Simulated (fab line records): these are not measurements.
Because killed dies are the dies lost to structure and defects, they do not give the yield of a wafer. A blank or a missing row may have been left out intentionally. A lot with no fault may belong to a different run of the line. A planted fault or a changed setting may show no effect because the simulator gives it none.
Struck lot and sound lot, side by side ; flow n5-finfet ; 29 out of 1938 route steps
Sound: these wafers, L414.1, L414.4, L414.5. Struck: wafers L429.1, L429.5. (L429.3 of the same lot was not struck and is left out.) The cause comes at the end.
Per side, at each step with rows, come the tool, then ch with its chambers, and then its first start. Under that, the readings that differ: sound wafers ; struck wafers ; difference of the means ; sigmas: that difference in standard deviations of wafers without a fault.
alike: a reading whose means differ by less than 2 such deviations, as well as words and numbers matching on both sides. not compared: withheld readings; readings where some wafer has no value; bounds like >300 that might hide an equal value; numbers whose values overlap and for which the record gives no deviation.
A row with sigmas, a row that says differs or no value, or rows on one side alone: a step with any of these is where the two part. Numbers that don't overlap but have no deviation are shown without sigmas and don't part them. A reading that every wafer of one side lacks parts them only if that side has two wafers or more.

first, 4 steps without rows for these wafers: N5_BEOL_M6_SOFTBAKE_06 (time 60 s); N5_BEOL_M6_EXPOSE_08 (exposes mask M6); N5_BEOL_M6_PEB_09 (peb time 60 s); N5_BEOL_M6_DEVELOP_10 (develop time 30 s).
N5_BEOL_M6_CD_MEAS_11 targets a cd of 38.5 nm.
  sound on cd-sem-03 ch 0, day 9 06:38; struck on cd-sem-01 ch 0, day 13 08:28
  alike: cd-nm
N5_BEOL_M6_OVL_MEAS_12:
  sound on overlay-02 ch 0, day 9 06:40; struck on overlay-02 ch 0, day 13 08:29
reading;sound;struck;difference;sigmas
M6_OVL (nm);1.4 0.3 0.5;-2.3 -0.8;-2.3;-3
N5_BEOL_M6_INSPECT_13: inspects for defects (brightfield).
  sound on defect-inspect-02, day 9 06:41; struck on defect-inspect-02, day 13 08:31
  alike: raw-defect-count
N5_BEOL_M6_DESCUM_16: chemistry O2, time 7.9 s.
  sound on rie-diel-03 ch 1,2, day 9 06:43; struck on rie-diel-05 ch 0,1, day 13 08:43
  alike: drypump-motor-current-A, oes-product-au, rf-vpp-V, showerhead-plenum-p-Torr, throttle-valve-pct
  not compared: rf-hours-counter-h
N5_BEOL_M6_ETCH_61: etches SiARC in CF4, target depth 45.5 nm, time 75.8 s.
  sound on rie-diel-03 ch 1,2, day 9 06:46; struck on rie-diel-05 ch 0,1, day 13 08:46
  alike: drypump-motor-current-A, etch-rf-on-time-s, oes-product-au, rf-vpp-V, showerhead-plenum-p-Torr, throttle-valve-pct
  not compared: rf-hours-counter-h
N5_BEOL_M6_ETCH_62: etches SOC in N2/H2, target depth 110 nm, overetch 22 nm, time 165 s.
  sound on rie-diel-03 ch 1,2, day 9 06:49; struck on rie-diel-05 ch 0,1, day 13 08:49
  alike: drypump-motor-current-A, oes-product-au, rf-vpp-V, showerhead-plenum-p-Torr, throttle-valve-pct
  not compared: rf-hours-counter-h
then, 1 step without rows for these wafers: N5_BEOL_M6_STRIP_68 (strips in N2/H2).
N5_BEOL_M6_STRIP_67: strips in CF4.
  sound on rie-diel-03 ch 1,2, day 9 06:58; struck on rie-diel-05 ch 0,1, day 13 08:58
  alike: drypump-motor-current-A, oes-product-au, rf-vpp-V, showerhead-plenum-p-Torr, throttle-valve-pct
  not compared: rf-hours-counter-h
N5_BEOL_M6_HM_OPEN_17: chemistry Cl2/BCl3, target TiN, target depth 20 nm, overetch 6 nm.
  sound on rie-metal-01 ch 0, day 9 07:00; struck on rie-metal-01 ch 0, day 13 09:00
  alike: drypump-motor-current-A, oes-product-au, throttle-valve-pct
  not compared: rf-hours-counter-h
N5_BEOL_M6_STRIP_19: strips in O2.
  sound on rie-diel-04 ch 0,2, day 9 07:12; struck on rie-diel-04 ch 0,1, day 13 09:07
  alike: drypump-motor-current-A, oes-product-au, rf-vpp-V, showerhead-plenum-p-Torr, throttle-valve-pct
  not compared: rf-hours-counter-h
N5_BEOL_M6_CD_MEAS_18: pitch 80 nm, target cd 40 nm.
  sound on cd-sem-01, day 9 07:16; struck on cd-sem-02, day 13 09:11
  alike: cd-nm
then, 9 steps without rows for these wafers: N5_BEOL_M6_COAT_63 (time 60 s, resist thk 60 nm); N5_BEOL_M6_COAT_64 (time 60 s, resist thk 12 nm); N5_BEOL_M6_COAT_71 (time 60 s, resist thk 5 nm); N5_BEOL_M6_COAT_22 (resist thk 30 nm); N5_BEOL_M6_EBR_24; N5_BEOL_M6_SOFTBAKE_23 (time 60 s); N5_BEOL_M6_EXPOSE_25 (exposes mask V5, target cd 40 nm); N5_BEOL_M6_PEB_26 (peb time 60 s); N5_BEOL_M6_DEVELOP_27 (develop time 30 s).
N5_BEOL_M6_CD_MEAS_28 targets a cd of 40 nm.
  sound on cd-sem-01 ch 0, day 9 09:14; struck on cd-sem-01 ch 0, day 13 10:30
  alike: cd-nm
N5_BEOL_M6_OVL_MEAS_29:
  sound on overlay-01 ch 0, day 9 09:16; struck on overlay-02 ch 0, day 13 10:32
  alike: V5_OVL
N5_BEOL_M6_INSPECT_30: inspects for defects (brightfield).
  sound on defect-inspect-02, day 9 09:19; struck on defect-inspect-02, day 13 10:35
reading;sound;struck;difference;sigmas
raw-defect-count;276 267 379;682 777;+422;+5
then, 1 step without rows for these wafers: N5_BEOL_M6_DESCUM_33 (chemistry O2, time 7 s).
-- record jumps: 4 days separate the struck wafers' starts on either side; left off in module BEOL_M6, taken up again in module PASSIVATION, whose first shown step is the route's number 1936 --
N5_PASSIVATION_PROBE_49:
  sound on prober-01, day 13 07:34; struck on prober-01, day 17 06:47
reading;sound;struck;difference;sigmas
killed_at_M4_up;19 24;84 77;+59;+8
killed-on-rim;12 10;29 24;+16;+4
killed-open;83 88;53 56;-31;-2
  alike: defect-limited-yield, killed_at_M0_to_M3, killed-at-contacts, killed-at-front-end, killed-at-other, killed-dies, killed-short, sort_bin_5_function, sort_bin_6_memory, sort-n-pass, sort-yield-pct

WHERE THEY PART
Earliest at N5_BEOL_M6_OVL_MEAS_12; latest, in this record, at N5_PASSIVATION_PROBE_49.

WHY: whatever the simulator had introduced
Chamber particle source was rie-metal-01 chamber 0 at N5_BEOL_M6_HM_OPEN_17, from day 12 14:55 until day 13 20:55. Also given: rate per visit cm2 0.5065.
